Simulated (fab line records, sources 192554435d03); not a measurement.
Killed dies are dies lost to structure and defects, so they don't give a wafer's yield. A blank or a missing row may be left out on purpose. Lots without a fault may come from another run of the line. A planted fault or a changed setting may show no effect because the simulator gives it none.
Which tool did it? | flow n5_finfet | 12 lots, 33 wafers sampled, at 2 steps of a route of 1938

WHAT THE GAUGES READ, wafer by wafer
N5_BEOL_M14_OVL_MEAS_11.
lot  | measured     | on         | V13_OVL (nm)
L489 | day 11 02:40 | overlay-01 | -4 5 3
L490 | day 11 04:46 | overlay-01 | 4 2 1
L492 | day 11 15:06 | overlay-01 | 0 11 1
L493 | day 12 06:22 | overlay-02 | 6 12 14
L494 | day 12 10:49 | overlay-01 | -1 4 6
L495 | day 12 18:12 | overlay-02 | 2 0 6
L496 | day 13 07:32 | overlay-02 | 12 14
L500 | day 14 00:10 | overlay-02 | 7 -1 5
L505 | day 15 17:47 | overlay-02 | 6 2 4
L506 | day 15 21:25 | overlay-02 | -4 -1
L507 | day 16 03:46 | overlay-02 | -3 -7
L512 | day 18 00:16 | overlay-02 | -3 -4 -4

N5_BEOL_M14_INSPECT_12: inspects for defects (macro).
lot  | measured     | on                | raw_defect_count
L489 | day 11 02:41 | defect_inspect-01 | 2 4 3
L490 | day 11 04:47 | defect_inspect-01 | 1 3 1
L492 | day 11 15:07 | defect_inspect-02 | 0 2 3
L493 | day 12 06:24 | defect_inspect-02 | 1 0 1
L494 | day 12 10:51 | defect_inspect-02 | 2 0 2
L495 | day 12 18:13 | defect_inspect-02 | 0 1 2
L496 | day 13 07:34 | defect_inspect-02 | 2 1
L500 | day 14 00:12 | defect_inspect-02 | 1 1 0
L505 | day 15 17:48 | defect_inspect-01 | 2 4 3
L506 | day 15 21:26 | defect_inspect-02 | 1 3
L507 | day 16 03:47 | defect_inspect-02 | 2 3
L512 | day 18 00:17 | defect_inspect-02 | 1 2 1

WHICH TOOL RAN EACH LOT (tool, then ch and the chambers of the sampled wafers, then the start)
The record holds no process step before these readings.

WHAT THE TOOLS THEMSELVES READ (means of the sampled wafers that have a number; where no wafer has one, the mark that the record gives instead)
The record holds no such reading with a usual standard deviation.

THE ANSWER, worked out from the rows above alone
Rule: what is usual is taken from the lots themselves. Put in order of their means at a reading, lots are off if they are a third of the lots or fewer, leave a main group of 4 or more, and stand apart from it by a gap of 3 or more times the standard deviation of the main group's means; of several such gaps the widest counts. A main group whose means are all the same, to the digits that the tables above print for the reading, isn't used. A lot without any number at a reading at which 4 lots or more have one is off too. The other lots that the step has rows for count as sound. The gauges are gone through in route order, then the tools' own readings, and for those a lot's mean is taken as printed above. The first step at which some lot is off is used, and at that step the reading that is off furthest; a lot without a number counts as furthest.
No lot is off at any reading shown: from this, nothing can be told.

WHAT THE SIMULATOR HAD PUT IN
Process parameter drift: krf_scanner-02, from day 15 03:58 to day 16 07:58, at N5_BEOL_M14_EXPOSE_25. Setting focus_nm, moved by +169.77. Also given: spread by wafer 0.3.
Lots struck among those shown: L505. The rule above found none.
